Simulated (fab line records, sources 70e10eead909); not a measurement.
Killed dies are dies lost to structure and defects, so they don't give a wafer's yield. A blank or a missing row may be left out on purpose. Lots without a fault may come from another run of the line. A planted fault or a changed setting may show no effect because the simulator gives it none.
A struck lot beside a sound one | flow nand_harc | 43 steps out of a route of 1302
Sound: wafers L541.1, L541.4, L541.6. Struck: wafers L549.1, L549.2, L549.4. The cause comes at the end.
At each step with rows: each side's tool, then ch and its chambers, then its first start. Under that, the readings that differ: sound wafers | struck wafers | difference of the means | sigmas: that difference in standard deviations of wafers without a fault.
alike: readings whose means differ by less than 2 such deviations, and words and numbers that are the same on both sides. not compared: withheld readings, readings that some wafer has no value for, bounds like >300 that may hide the same value, and numbers for which the record gives no deviation and whose values overlap.
The two part at a step that has a row with sigmas, a row that says differs or no value, or rows on one side only. Numbers that don't overlap but have no deviation are shown without sigmas and don't part them. A reading that every wafer of one side lacks parts them only if that side has two wafers or more.

NHARC_P_ZERO_WELL_CD_MEAS_24: target cd 720 nm.
  sound on cd_sem-02 ch 0, day 4 10:21; struck on cd_sem-02 ch 0, day 7 18:21
  alike: cd_nm
then, 1 step without rows for these wafers: NHARC_P_ZERO_WELL_HARDBAKE_25 (time 80 s).
NHARC_P_ZERO_WELL_DESCUM_26: chemistry O2, time 3 s.
  sound on rie_diel-04 ch 0,2,3, day 4 10:32; struck on rie_diel-04 ch 0,1,3, day 7 18:31
  alike: drypump_motor_current_A, oes_product_au, rf_vpp_V, showerhead_plenum_p_Torr, throttle_valve_pct
  not compared: rf_hours_counter_h
then, 9 steps without rows for these wafers: NHARC_P_ZERO_WELL_IMPLANT_27; NHARC_P_ZERO_WELL_IMPLANT_57; NHARC_P_ZERO_WELL_IMPLANT_58; NHARC_P_ZERO_WELL_STRIP_28 (strips in SPM, time 840 s); NHARC_P_ZERO_WELL_DEHYDRATE_29 (time 120 s); NHARC_P_ZERO_WELL_HMDS_30 (time 30 s); NHARC_P_ZERO_WELL_COAT_31; NHARC_P_ZERO_WELL_SOFTBAKE_32 (time 95 s); NHARC_P_ZERO_WELL_EBR_33.
NHARC_P_ZERO_WELL_EXPOSE_34: exposes mask P PWELL, target cd 720 nm.
  sound on krf_scanner-02 ch 0, day 4 11:50; struck on krf_scanner-04 ch 0, day 7 19:52
  reading                             | sound             | struck            | difference | sigmas
  model.P_ZERO_WELL.overlay_x_nm (nm) | 5.232 5.232 5.232 | 155.7 155.7 155.7 | +150.5     |
  alike: mask
then, 2 steps without rows for these wafers: NHARC_P_ZERO_WELL_PEB_35 (peb time 85 s); NHARC_P_ZERO_WELL_DEVELOP_36 (time 70 s).
NHARC_P_ZERO_WELL_CD_MEAS_37: target cd 720 nm.
  sound on cd_sem-01 ch 0, day 4 11:59; struck on cd_sem-03 ch 0, day 7 20:01
  alike: cd_nm
then, 1 step without rows for these wafers: NHARC_P_ZERO_WELL_HARDBAKE_38 (time 80 s).
NHARC_P_ZERO_WELL_DESCUM_39: chemistry O2, time 3 s.
  sound on rie_diel-04 ch 0,2, day 4 12:11; struck on rie_diel-05 ch 1,2, day 7 20:11
  reading                     | sound       | struck      | difference | sigmas
  drypump_motor_current_A (A) | 5.2 5.7 5.2 | 6.3 6.6 6.3 | +1.0       | +2
  alike: oes_product_au, rf_vpp_V, showerhead_plenum_p_Torr, throttle_valve_pct
  not compared: rf_hours_counter_h
then, 12 steps without rows for these wafers: NHARC_P_ZERO_WELL_IMPLANT_40; NHARC_P_ZERO_WELL_IMPLANT_59; NHARC_P_ZERO_WELL_IMPLANT_60; NHARC_P_ZERO_WELL_STRIP_41 (strips in SPM, time 840 s); NHARC_P_ZERO_WELL_DEHYDRATE_44 (time 120 s); NHARC_P_ZERO_WELL_HMDS_45 (time 30 s); NHARC_P_ZERO_WELL_COAT_46; NHARC_P_ZERO_WELL_SOFTBAKE_47 (time 95 s); NHARC_P_ZERO_WELL_EBR_48; NHARC_P_ZERO_WELL_EXPOSE_49 (exposes mask P HVPW, target cd 2000 nm); NHARC_P_ZERO_WELL_PEB_50 (peb time 85 s); NHARC_P_ZERO_WELL_DEVELOP_51 (time 70 s).
NHARC_P_ZERO_WELL_CD_MEAS_52: target cd 2000 nm.
  sound on cd_sem-01 ch 0, day 4 13:40; struck on cd_sem-02 ch 0, day 7 21:41
  alike: cd_nm
then, 1 step without rows for these wafers: NHARC_P_ZERO_WELL_HARDBAKE_53 (time 80 s).
NHARC_P_ZERO_WELL_DESCUM_54: chemistry O2, time 3 s.
  sound on rie_diel-05 ch 0,2, day 4 14:10; struck on rie_diel-04 ch 0,2,3, day 7 21:52
  alike: drypump_motor_current_A, oes_product_au, rf_vpp_V, showerhead_plenum_p_Torr, throttle_valve_pct
  not compared: rf_hours_counter_h
then, 5 steps without rows for these wafers: NHARC_P_ZERO_WELL_IMPLANT_55; NHARC_P_ZERO_WELL_IMPLANT_61; NHARC_P_ZERO_WELL_STRIP_56 (strips in SPM, time 840 s); NHARC_P_ZERO_WELL_PRECLEAN_68 (cleans in SC1, time 60 s); NHARC_P_ZERO_WELL_SRD_69.
NHARC_P_ZERO_WELL_RTA_42: time 300 s.
  sound on rtp_anneal-02 ch 0, day 4 15:08; struck on rtp_anneal-01 ch 0, day 7 22:50
  reading            | sound          | struck         | difference | sigmas
  lamp_power_pct (%) | 33.3 33.2 33.2 | 38.8 38.7 38.8 | +5.5       | +2
  alike: wafer_temp_C_max
NHARC_P_ZERO_WELL_INSPECT_43:
  sound on defect_inspect-01, day 4 15:49; struck on defect_inspect-02, day 7 23:30
  alike: raw_defect_count
then, 2 steps without rows for these wafers: NHARC_P_STI_ETCH_26 (etches SiO2 in dHF, target depth 11 nm); NHARC_P_STI_PRECLEAN_27 (cleans in SC1).
-- the record jumps here: 22 days lie between the struck wafers' starts before and after (it left off in module P_STI and takes up again in module END, whose first step shown is number 1302 of the route) --
NHARC_END_SORT_01:
  sound on prober-01 ch 0, day 26 21:04; struck on prober-02 ch 0, day 30 11:01
  reading             | sound    | struck                                                               | difference                   | sigmas
  hold                | - - -    | await_dispo/7.9h/scrap await_dispo/7.9h/scrap await_dispo/7.9h/scrap | no value on the sound wafers |
  killed_at_array     | 78 90 75 | 34 38 47                                                             | -41                          | -3
  killed_at_periphery | 2 1 1    | 593 570 590                                                          | +583                         | +99 or more
  killed_dies         | 81 92 76 | 627 608 639                                                          | +542                         | +32
  alike: killed_at_other, killed_open, killed_short

WHERE THEY PART
First at NHARC_P_ZERO_WELL_DESCUM_39; last, within this record, at NHARC_END_SORT_01.

WHY: what the simulator had put in
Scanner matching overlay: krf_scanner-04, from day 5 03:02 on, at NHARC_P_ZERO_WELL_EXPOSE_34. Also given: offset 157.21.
